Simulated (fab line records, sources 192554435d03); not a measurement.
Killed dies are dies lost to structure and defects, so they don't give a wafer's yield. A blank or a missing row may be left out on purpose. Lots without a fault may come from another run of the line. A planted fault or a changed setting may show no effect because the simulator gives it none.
One fault seen from 2 desks | flow n5_finfet | each desk has only its own numbers; what lay behind them comes last

THE TOOL OWNER'S DESK: rie_diel-01
The tool's own readings at N5_BEOL_M10_VIA_ETCH_34 (etches SiCOH lowk in C4F6/O2, target depth 184.5 nm, time 69.2 s): means of the sampled wafers that have a number, for each lot that ran on this tool. A lot is out of limits, marked OUT, if its mean lies more than 4 standard deviations from the usual mean; the brackets give that distance.
Columns: A = bias_w at N5_BEOL_M10_VIA_ETCH_34, usual 184.9 W; B = drypump_motor_current_A at N5_BEOL_M10_VIA_ETCH_34, usual 5.7 A; C = oes_product_au at N5_BEOL_M10_VIA_ETCH_34, usual 0.78 a.u.; D = rf_vpp_V at N5_BEOL_M10_VIA_ETCH_34, usual 663 V; E = showerhead_plenum_p_Torr at N5_BEOL_M10_VIA_ETCH_34, usual 2.83 Torr; F = throttle_valve_pct at N5_BEOL_M10_VIA_ETCH_34, usual 20.81 %
lot  | first seen here | A               | B   | C    | D   | E    | F
L472 | day 10 16:14    | 185.1           | 5.7 | 0.94 | 654 | 2.78 | 20.91
L477 | day 11 21:43    | 185.0           | 5.7 | 0.82 | 652 | 2.80 | 21.03
L478 | day 11 22:35    | 184.3           | 5.7 | 0.82 | 651 | 2.80 | 21.04
L483 | day 13 08:25    | 185.3           | 5.7 | 0.75 | 666 | 2.79 | 20.73
L489 | day 14 12:43    | 202.7 (+39) OUT | 5.7 | 0.89 | 698 | 2.79 | 20.96
L495 | day 16 02:59    | 201.9 (+37) OUT | 5.8 | 0.92 | 715 | 2.78 | 20.51
This desk's finding: out of limits on L489, L495; first on L489, day 14 12:43 (bias_w at N5_BEOL_M10_VIA_ETCH_34). In limits: L472, L477, L478, L483.

THE METROLOGY DESK
What the gauges read, lot by lot, whatever tool the lot ran on: means of the sampled wafers that have a number. A lot is out of limits, marked OUT, if its mean lies more than 4 standard deviations from the usual mean; the brackets give that distance.
Columns: A = cd_nm at N5_BEOL_M10_CD_MEAS_18, usual 69.4 nm
lot  | first seen here | A
L472 | day 10 13:05    | 69.4
L473 | day 10 17:52    | 68.9
L477 | day 11 19:26    | 69.0
L478 | day 11 19:59    | 69.5
L483 | day 13 07:46    | 69.2
L486 | day 14 06:13    | 69.4
L490 | day 14 10:24    | 69.6
L489 | day 14 10:52    | 69.7
L494 | day 15 15:25    | 69.1
L495 | day 15 23:28    | 69.5
This desk's finding: nothing out of limits on any of the 10 lots.

PUT TOGETHER
The tool owner's desk could have raised an alarm at day 14 12:43, on L489, L495.
The metrology desk saw nothing out of limits.
The metrology desk has L489, L495 on record, within its limits.
Of the lots named, all ran N5_BEOL_M10_VIA_ETCH_34 on rie_diel-01.

WHAT THE SIMULATOR HAD PUT IN
Process parameter drift: rie_diel-01, from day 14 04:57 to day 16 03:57, at N5_BEOL_M10_VIA_ETCH_34. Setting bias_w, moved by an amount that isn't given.
Lots struck among those shown: L489, L495.
Hours from the fault's start to each desk's first reading out of limits: the tool owner's desk, 8.
